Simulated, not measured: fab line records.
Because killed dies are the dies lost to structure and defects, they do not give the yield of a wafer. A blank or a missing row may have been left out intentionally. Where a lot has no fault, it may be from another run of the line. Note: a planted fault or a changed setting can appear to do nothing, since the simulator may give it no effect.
Matching of chambers | flow nand-harc | 4 sister chambers for NHARC_P_M0_ETCH_34 on rie-diel-11
The step etches the open film in N2/H2, target depth 40 nm, overetch 12 nm, time 43.94 s. 8 wafers are shown with their chamber, then 7 later ones without.

## WAFERS, EACH WITH ITS CHAMBER
wafer  | chamber | showerhead-plenum-p-Torr (Torr) | drypump-motor-current-A (A)
L079.5 | 3       | 2.01                            | 5.9
L080.2 | 0       | 2.20                            | 6.2
L080.3 | 2       | 1.87                            | 5.5
L084.1 | 1       | 1.90                            | 6.2
L084.3 | 0       | 2.20                            | 6.2
L084.6 | 2       | 1.87                            | 5.5
L088.1 | 1       | 1.90                            | 6.1
L088.4 | 3       | 2.00                            | 5.9

## WAFERS WITHOUT THEIR CHAMBER
wafer  | showerhead-plenum-p-Torr (Torr) | drypump-motor-current-A (A)
L088.5 | 1.90                            | 6.1
L093.2 | 2.19                            | 6.2
L093.3 | 2.21                            | 5.5
L093.5 | 2.21                            | 5.5
L097.1 | 2.18                            | 6.2
L097.3 | 2.21                            | 5.5
L097.4 | 1.89                            | 6.1

## CHAMBER TAKEN BY EACH
wafer  | from the rows above | in truth
L088.5 | 1                   | 1
L093.2 | 0                   | 0
L093.3 | 0                   | 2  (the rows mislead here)
L093.5 | 0                   | 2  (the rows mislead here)
L097.1 | 0                   | 0
L097.3 | 0                   | 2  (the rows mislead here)
L097.4 | 1                   | 1
4 of 7 placed correctly. From these rows, 0 cannot be placed. Placed wrongly: 3.
How it was worked out, from the rows above alone: a wafer's distance from a chamber is the root of the sum, over the readings, of the square of ((its reading less the chamber's mean) divided by the reading's scatter). The wafer belongs to the nearest chamber; if the next one is less than 2 further off, it can't be placed. For every chamber, the mean is computed from those of its wafers that are shown. The scatter is the square root of a quotient: the sum, over the shown wafers, of each reading's squared deviation from its chamber's mean, divided by wafers minus chambers.
